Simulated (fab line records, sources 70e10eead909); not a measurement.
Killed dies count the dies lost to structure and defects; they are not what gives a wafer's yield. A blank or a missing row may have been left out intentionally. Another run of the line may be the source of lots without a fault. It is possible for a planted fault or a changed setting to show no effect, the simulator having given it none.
Which tool was responsible? -- flow nand-harc -- 12 lots, 36 wafers sampled, at 5 steps of a route of 1159

WHAT THE GAUGES SHOWED, per wafer
NHARC_END_SORT_01. Usual: killed-at-array 28, standard deviation 11; killed-at-other 0.5, standard deviation 0.85; killed-at-periphery 2.7, standard deviation 1.9; killed-dies 32, standard deviation 12; killed-open 3.3, standard deviation 1.6; killed-short 2.1, standard deviation 1.5.
lot,measured,on,killed-at-array,killed-at-other,killed-at-periphery,killed-dies,killed-open,killed-short,flag
L557,day 24 12:01,prober-01,113 53 40,0 0 0,1 2 2,114 55 42,4 5 3,2 3 0,OFF

TOOL THAT RAN EACH LOT (tool first, then ch and the chambers of the sampled wafers, then the start)
lot,NHARC_A_CONTACT_ETCH_110,NHARC_THIN_TSV_DEP_43,NHARC_THIN_TSV_DEP_47,NHARC_THIN_TSV_STRIP_56
L538,"rie-diel-03 ch 0,1,3, day 17 01:22","pecvd-02 ch 0,1,2, day 19 12:23","pecvd-04 ch 0,1,2, day 19 15:04","plasma-asher-01 ch 0,1, day 19 19:36"
L539,"rie-diel-09 ch 0,1,2, day 17 02:13","pecvd-02 ch 0,2, day 19 07:17","pecvd-03 ch 1,2, day 19 10:07","plasma-asher-02 ch 0,1, day 19 14:52"
L543,"rie-diel-09 ch 0,3, day 18 08:47","pecvd-02 ch 0,1,2, day 19 18:49","pecvd-04 ch 0,1,2, day 19 21:43","plasma-asher-02 ch 0,1, day 20 03:00"
L540,"rie-diel-09 ch 1,2,3, day 18 16:46","pecvd-03 ch 0,2, day 20 04:11","pecvd-03 ch 0,1,2, day 20 07:11","plasma-asher-02 ch 0,1, day 20 13:20"
L541,"rie-diel-09 ch 0,2,3, day 18 22:39","pecvd-02 ch 0,1, day 20 10:54","pecvd-04 ch 0,1,2, day 20 14:25","plasma-asher-02 ch 0,1, day 20 19:16"
L544,"rie-diel-02 ch 1,2, day 19 01:02","pecvd-02 ch 1,2, day 20 09:20","pecvd-03 ch 0,1,2, day 20 12:26","plasma-asher-02 ch 0,1, day 20 18:20"
L546,"rie-diel-09 ch 1,3, day 19 13:50","pecvd-02 ch 0,1, day 20 21:15","pecvd-02 ch 0,1, day 20 23:59","plasma-asher-01 ch 0, day 21 04:58"
L547,"rie-diel-02 ch 0,1,3, day 19 18:43","pecvd-04 ch 0,2, day 21 14:37","pecvd-03 ch 0,1,2, day 21 17:25","plasma-asher-01 ch 1, day 21 22:11"
L548,"rie-diel-02 ch 1,2,3, day 20 02:02","pecvd-02 ch 0,1, day 21 15:42","pecvd-02 ch 0,1, day 21 18:22","plasma-asher-02 ch 0,1, day 21 23:18"
L550,"rie-diel-09 ch 0,1,2, day 21 03:07","pecvd-03 ch 0,1, day 23 05:41","pecvd-04 ch 0,2, day 23 08:24","plasma-asher-01 ch 0,1, day 23 14:20"
L557,"rie-diel-09 ch 0,1,2, day 22 01:30","pecvd-03 ch 1,2, day 23 11:42","pecvd-02 ch 1,2, day 23 14:52","plasma-asher-02 ch 0,1, day 23 21:06"
L560,"rie-diel-03 ch 0,1,3, day 23 06:36","pecvd-02 ch 0,1, day 24 12:44","pecvd-02 ch 0,2, day 24 15:53","plasma-asher-02 ch 0,1, day 24 20:45"
- NHARC_A_CONTACT_ETCH_110: etches the open film in CF4/O2, target depth 50 nm, overetch 5 nm, time 27.5 s.
- NHARC_THIN_TSV_DEP_43: deposits SiO2, target thk 1328.5 nm.
- NHARC_THIN_TSV_DEP_47: deposits SiO2, target thk 200 nm.
- NHARC_THIN_TSV_STRIP_56: strips in O2.

WHAT THE TOOLS THEMSELVES READ (means of the sampled wafers that have a number; where no wafer has one, the mark that the record gives instead)
NHARC_A_CONTACT_ETCH_110. Usual: drypump-motor-current-A 5.8 A, standard deviation 0.31; oes-product-au 0.999 a.u., standard deviation 0.0093; rf-vpp-V 197.6 V, standard deviation 1.6; showerhead-plenum-p-Torr 1.32 Torr, standard deviation 0.068; throttle-valve-pct 13.398 %, standard deviation 0.0089.
lot,tool,drypump-motor-current-A (A),oes-product-au (a.u.),rf-vpp-V (V),showerhead-plenum-p-Torr (Torr),throttle-valve-pct (%),flag
L538,rie-diel-03,5.7,1.002,198.4,1.31,13.391,
L539,rie-diel-09,5.8,0.993,195.9,1.25,13.401,
L543,rie-diel-09,5.9,0.995,197.2,1.30,13.400,
L540,rie-diel-09,5.9,0.995,196.8,1.28,13.402,
L541,rie-diel-09,5.9,0.988,197.4,1.28,13.392,
L544,rie-diel-02,5.5,1.016,198.2,1.34,13.399,
L546,rie-diel-09,5.7,0.991,196.3,1.29,13.396,
L547,rie-diel-02,6.0,0.994,198.9,1.39,13.404,
L548,rie-diel-02,5.7,1.007,200.1,1.39,13.400,
L550,rie-diel-09,5.8,1.002,197.3,1.32,13.394,
L557,rie-diel-09,5.8,0.995,197.9,1.32,13.404,
L560,rie-diel-03,5.7,1.009,196.7,1.30,13.398,

NHARC_THIN_TSV_DEP_43. Usual: flow-sccm 2650 sccm, standard deviation 7.4; throttle-valve-pct 15.8 %, standard deviation 0.45.
lot,tool,flow-sccm (sccm),throttle-valve-pct (%),flag
L538,pecvd-02,2647,16.0,
L539,pecvd-02,2658,15.8,
L543,pecvd-02,2656,15.8,
L540,pecvd-03,2651,16.3,
L541,pecvd-02,2648,16.0,
L544,pecvd-02,2647,15.5,
L546,pecvd-02,2653,15.9,
L547,pecvd-04,2643,15.6,
L548,pecvd-02,2644,16.0,
L550,pecvd-03,2648,16.4,
L557,pecvd-03,2650,16.1,
L560,pecvd-02,2647,15.5,

NHARC_THIN_TSV_DEP_47. Usual: flow-sccm 2649 sccm, standard deviation 8.1; throttle-valve-pct 15.8 %, standard deviation 0.52.
lot,tool,flow-sccm (sccm),throttle-valve-pct (%),flag
L538,pecvd-04,2647,15.5,
L539,pecvd-03,2651,17.0,
L543,pecvd-04,2646,15.5,
L540,pecvd-03,2652,16.4,
L541,pecvd-04,2650,15.5,
L544,pecvd-03,2655,16.6,
L546,pecvd-02,2650,15.8,
L547,pecvd-03,2653,16.1,
L548,pecvd-02,2650,16.0,
L550,pecvd-04,2658,15.6,
L557,pecvd-02,2648,15.4,
L560,pecvd-02,2650,15.5,

NHARC_THIN_TSV_STRIP_56. Usual: drypump-motor-current-A 5.6 A, standard deviation 0.36; heater-power-w 314 W, standard deviation 18; rf-refl-power-W 22 W, standard deviation 7.9.
lot,tool,drypump-motor-current-A (A),heater-power-w (W),rf-refl-power-W (W),flag
L538,plasma-asher-01,5.6,304,19,
L539,plasma-asher-02,5.9,318,-,OFF
L543,plasma-asher-02,5.8,317,22,
L540,plasma-asher-02,5.8,317,22,
L541,plasma-asher-02,5.9,320,22,
L544,plasma-asher-02,5.5,317,18,
L546,plasma-asher-01,5.7,297,14,
L547,plasma-asher-01,5.5,338,30,
L548,plasma-asher-02,5.5,315,18,
L550,plasma-asher-01,5.5,325,26,
L557,plasma-asher-02,5.5,303,18,
L560,plasma-asher-02,5.8,308,23,

THE ANSWER, worked out from the rows above alone
Rule: a lot is off if the mean of its wafers that have a number lies more than 3 standard deviations from the usual mean. Also off: a lot with no number at a reading for which 4 or more lots have one. All remaining lots with rows at the step are treated as sound. After the gauges, taken in route order, come the tools' own readings; for these a lot's mean is taken, as printed above. The first step at which some lot is off is used, and at that step the reading that is off furthest; a lot without a number counts as furthest.
Off at NHARC_END_SORT_01 (killed-at-array): L557. Neither off nor sound, because the step has no rows for them: L538, L539, L543, L540, L541, L544, L546, L547, L548, L550, L560.
A tool fits if, at a process step before that reading, it ran every lot that is off, and no sound lot after the first of them. The gauges at NHARC_END_SORT_01 are tried like those tools. Can't be told from this: 5 tools fit, rie-diel-09 at NHARC_A_CONTACT_ETCH_110, pecvd-03 at NHARC_THIN_TSV_DEP_43, pecvd-02 at NHARC_THIN_TSV_DEP_47, plasma-asher-02 at NHARC_THIN_TSV_STRIP_56, prober-01 at NHARC_END_SORT_01.

WHAT THE SIMULATOR HAD PUT IN
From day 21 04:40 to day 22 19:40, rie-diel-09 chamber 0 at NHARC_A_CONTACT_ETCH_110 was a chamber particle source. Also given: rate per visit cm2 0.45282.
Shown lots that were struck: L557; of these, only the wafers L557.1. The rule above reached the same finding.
